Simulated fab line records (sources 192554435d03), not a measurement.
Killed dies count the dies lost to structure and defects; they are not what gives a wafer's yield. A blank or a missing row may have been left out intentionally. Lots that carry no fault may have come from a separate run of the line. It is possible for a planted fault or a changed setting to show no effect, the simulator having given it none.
Chamber matching || flow n5 finfet || pecvd-01 running N5_BEOL_M0_SAQP_PECVD_04: 3 sister chambers
The step deposits a-Si from SiH4/He, target thk 60 nm, time 60.2 s. 3 wafers are shown with their chamber, then 7 later ones without.

## EACH WAFER AND ITS CHAMBER
{"wafer": "L081.5", "chamber": 0, "throttle valve pct (%)": 19.0}
{"wafer": "L086.2", "chamber": 2, "throttle valve pct (%)": 18.0}
{"wafer": "L086.3", "chamber": 1, "throttle valve pct (%)": 18.6}

## WAFERS WITHOUT THEIR CHAMBER
{"wafer": "L086.5", "throttle valve pct (%)": 18.6}
{"wafer": "L089.1", "throttle valve pct (%)": 18.5}
{"wafer": "L089.3", "throttle valve pct (%)": 19.0}
{"wafer": "L089.6", "throttle valve pct (%)": 19.4}
{"wafer": "L091.1", "throttle valve pct (%)": 17.9}
{"wafer": "L091.3", "throttle valve pct (%)": 18.7}
{"wafer": "L091.4", "throttle valve pct (%)": 17.7}

## EACH ONE'S CHAMBER
{"wafer": "L086.5", "from the rows above": "can't be placed: 1 or 0", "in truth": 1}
{"wafer": "L089.1", "from the rows above": "can't be placed: 1 or 0 or 2", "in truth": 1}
{"wafer": "L089.3", "from the rows above": "can't be placed: 0 or 1", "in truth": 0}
{"wafer": "L089.6", "from the rows above": "can't be placed: 0 or 1", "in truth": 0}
{"wafer": "L091.1", "from the rows above": 2, "in truth": 2}
{"wafer": "L091.3", "from the rows above": "can't be placed: 1 or 0", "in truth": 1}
{"wafer": "L091.4", "from the rows above": 2, "in truth": 2}
Correct placement for 2 of the 7. These rows do not allow placing 5 (true chamber among the candidates in 5). Number placed wrongly: 0.
How it was worked out, from the rows above alone: a wafer's distance from a chamber is the root of the sum, over the readings, of the square of ((its reading less the chamber's mean) divided by the reading's scatter). If the next closest chamber is less than 2 further off than the closest, the wafer can't be placed; otherwise it belongs to the closest. The mean given for a chamber averages the wafers shown for that chamber. The scatter: with one shown wafer a chamber, the root of the mean of the squares of how far each hidden wafer lies from its nearest shown one.
